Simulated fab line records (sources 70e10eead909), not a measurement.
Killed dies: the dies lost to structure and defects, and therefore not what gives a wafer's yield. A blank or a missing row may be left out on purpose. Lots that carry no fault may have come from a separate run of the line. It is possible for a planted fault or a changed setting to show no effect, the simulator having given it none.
Chamber matching || flow nand harc || NHARC_P_BONDPAD_ETCH_12 on rie diel-08 has 4 sister chambers
The step etches the open film in CHF3/O2, target depth 200 nm, time 100 s. 17 wafers are shown with their chamber, then 8 later ones without.

EACH WAFER AND ITS CHAMBER
{"wafer": "L863.1", "chamber": 0, "drypump motor current A (A)": 5.31, "rf vpp V (V)": 371.0, "run length s (s)": 121.0}
{"wafer": "L863.5", "chamber": 3, "drypump motor current A (A)": 5.49, "rf vpp V (V)": 372.2, "run length s (s)": 121.0}
{"wafer": "L863.6", "chamber": 0, "drypump motor current A (A)": 5.30, "rf vpp V (V)": 370.4, "run length s (s)": 120.8}
{"wafer": "L864.2", "chamber": 1, "drypump motor current A (A)": 5.16, "rf vpp V (V)": 372.6, "run length s (s)": 121.0}
{"wafer": "L864.3", "chamber": 3, "drypump motor current A (A)": 5.51, "rf vpp V (V)": 372.7, "run length s (s)": 120.9}
{"wafer": "L864.6", "chamber": 1, "drypump motor current A (A)": 5.17, "rf vpp V (V)": 371.4, "run length s (s)": 121.8}
{"wafer": "L865.1", "chamber": 3, "drypump motor current A (A)": 5.48, "rf vpp V (V)": 371.6, "run length s (s)": 121.4}
{"wafer": "L865.3", "chamber": 2, "drypump motor current A (A)": 5.91, "rf vpp V (V)": 375.1, "run length s (s)": 121.5}
{"wafer": "L865.4", "chamber": 1, "drypump motor current A (A)": 5.18, "rf vpp V (V)": 372.4, "run length s (s)": 121.1}
{"wafer": "L866.1", "chamber": 0, "drypump motor current A (A)": 5.30, "rf vpp V (V)": 370.9, "run length s (s)": 120.7}
{"wafer": "L866.4", "chamber": 2, "drypump motor current A (A)": 5.91, "rf vpp V (V)": 374.8, "run length s (s)": 121.5}
{"wafer": "L866.6", "chamber": 0, "drypump motor current A (A)": 5.31, "rf vpp V (V)": 369.2, "run length s (s)": 121.3}
{"wafer": "L868.4", "chamber": 0, "drypump motor current A (A)": 5.32, "rf vpp V (V)": 369.6, "run length s (s)": 120.5}
{"wafer": "L868.5", "chamber": 1, "drypump motor current A (A)": 5.17, "rf vpp V (V)": 372.6, "run length s (s)": 121.6}
{"wafer": "L868.6", "chamber": 2, "drypump motor current A (A)": 5.90, "rf vpp V (V)": 372.6, "run length s (s)": 121.8}
{"wafer": "L869.1", "chamber": 3, "drypump motor current A (A)": 5.48, "rf vpp V (V)": 373.3, "run length s (s)": 120.8}
{"wafer": "L869.2", "chamber": 0, "drypump motor current A (A)": 5.31, "rf vpp V (V)": 372.0, "run length s (s)": 121.0}

SIGNATURES (means of the wafers above)
{"reading": "drypump motor current A", "chamber 0": 5.3083, "chamber 1": 5.1700, "chamber 2": 5.9067, "chamber 3": 5.4900, "scatter within a chamber": 0.00941}
{"reading": "rf vpp V", "chamber 0": 370.517, "chamber 1": 372.250, "chamber 2": 374.167, "chamber 3": 372.450, "scatter within a chamber": 0.939}
{"reading": "run length s", "chamber 0": 120.883, "chamber 1": 121.375, "chamber 2": 121.600, "chamber 3": 121.025, "scatter within a chamber": 0.291}
Rule: a wafer lies at a distance from a chamber equal to the root of the sum of squares, over the readings, of (its reading less the chamber's mean, divided by the reading's scatter). The wafer belongs to the nearest chamber; if the next one is less than 2 further off, it can't be placed. The scatter is the square root of a quotient: the sum, over the shown wafers, of each reading's squared deviation from its chamber's mean, divided by wafers minus chambers.

WAFERS MISSING THEIR CHAMBER
{"wafer": "L869.4", "drypump motor current A (A)": 5.88, "rf vpp V (V)": 374.5, "run length s (s)": 121.6}
{"wafer": "L871.2", "drypump motor current A (A)": 5.89, "rf vpp V (V)": 374.3, "run length s (s)": 121.6}
{"wafer": "L871.4", "drypump motor current A (A)": 5.17, "rf vpp V (V)": 373.3, "run length s (s)": 121.2}
{"wafer": "L871.6", "drypump motor current A (A)": 5.15, "rf vpp V (V)": 370.4, "run length s (s)": 121.0}
{"wafer": "L877.5", "drypump motor current A (A)": 5.49, "rf vpp V (V)": 372.4, "run length s (s)": 121.3}
{"wafer": "L877.6", "drypump motor current A (A)": 5.92, "rf vpp V (V)": 374.4, "run length s (s)": 121.5}
{"wafer": "L880.3", "drypump motor current A (A)": 5.32, "rf vpp V (V)": 369.6, "run length s (s)": 120.5}
{"wafer": "L880.4", "drypump motor current A (A)": 5.16, "rf vpp V (V)": 371.8, "run length s (s)": 121.3}

WHICH CHAMBER EACH WENT THROUGH
{"wafer": "L869.4", "from the rows above": 2, "in truth": 2}
{"wafer": "L871.2", "from the rows above": 2, "in truth": 2}
{"wafer": "L871.4", "from the rows above": 1, "in truth": 1}
{"wafer": "L871.6", "from the rows above": 1, "in truth": 1}
{"wafer": "L877.5", "from the rows above": 3, "in truth": 3}
{"wafer": "L877.6", "from the rows above": 2, "in truth": 2}
{"wafer": "L880.3", "from the rows above": 0, "in truth": 0}
{"wafer": "L880.4", "from the rows above": 1, "in truth": 1}
8 of 8 placed correctly. From these rows, 0 cannot be placed. Wrongly placed: 0.
